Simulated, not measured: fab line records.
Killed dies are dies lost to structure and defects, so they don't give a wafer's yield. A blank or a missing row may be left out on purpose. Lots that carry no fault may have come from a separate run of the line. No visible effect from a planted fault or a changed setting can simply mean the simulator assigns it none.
Chamber matching    flow n5Finfet    N5_DUMMY_GATE_ETCH_37 on rieDiel-05: 4 sister chambers
The step etches SOC in N2/H2, target depth 60 nm, overetch 30 nm. 14 wafers are shown with their chamber, then 7 later ones without.

== WAFERS, EACH WITH ITS CHAMBER ==
wafer   chamber  oesProductAu (a.u.)  showerheadPlenumPTorr (Torr)  throttleValvePct (%)
L079.2  1        0.57                 2.43                          18.0
L079.3  2        0.54                 2.62                          17.3
L079.5  3        0.56                 2.51                          17.5
L082.1  1        0.57                 2.43                          18.0
L082.4  3        0.55                 2.50                          17.5
L082.6  3        0.55                 2.50                          17.5
L085.2  3        0.55                 2.50                          17.5
L085.5  0        0.73                 2.58                          17.1
L085.6  1        0.57                 2.43                          18.0
L086.1  1        0.57                 2.43                          18.0
L086.3  0        0.73                 2.58                          17.1
L086.4  3        0.55                 2.50                          17.5
L089.4  2        0.53                 2.61                          17.4
L089.5  3        0.55                 2.50                          17.5

SIGNATURES (means of the wafers above)
reading                chamber 0  chamber 1  chamber 2  chamber 3  scatter within a chamber
oesProductAu           0.7300     0.5700     0.5350     0.5517     0.00365
showerheadPlenumPTorr  2.5800     2.4300     2.6150     2.5017     0.00365
throttleValvePct       17.100     18.000     17.350     17.500     0.0224
Rule: a wafer lies at a distance from a chamber equal to the root of the sum of squares, over the readings, of (its reading less the chamber's mean, divided by the reading's scatter). The wafer belongs to the nearest chamber; if the next one is less than 2 further off, it can't be placed. The scatter: take each reading less its chamber's mean, square it, sum over the shown wafers, divide by the number of wafers less the number of chambers, and take the root.

== WAFERS WITHOUT THEIR CHAMBER ==
wafer   oesProductAu (a.u.)  showerheadPlenumPTorr (Torr)  throttleValvePct (%)
L089.6  0.72                 2.58                          17.1
L094.1  0.53                 2.60                          17.4
L094.2  0.71                 2.57                          17.1
L094.6  0.55                 2.49                          17.5
L097.1  0.56                 2.42                          18.0
L097.3  0.53                 2.60                          17.4
L097.5  0.70                 2.57                          17.1

== WHICH CHAMBER EACH WENT THROUGH ==
wafer   from the rows above  in truth
L089.6  0                    0
L094.1  2                    2
L094.2  0                    0
L094.6  3                    3
L097.1  1                    1
L097.3  2                    2
L097.5  0                    0
7 of 7 placed correctly. From these rows, 0 cannot be placed. Placed wrongly: 0.
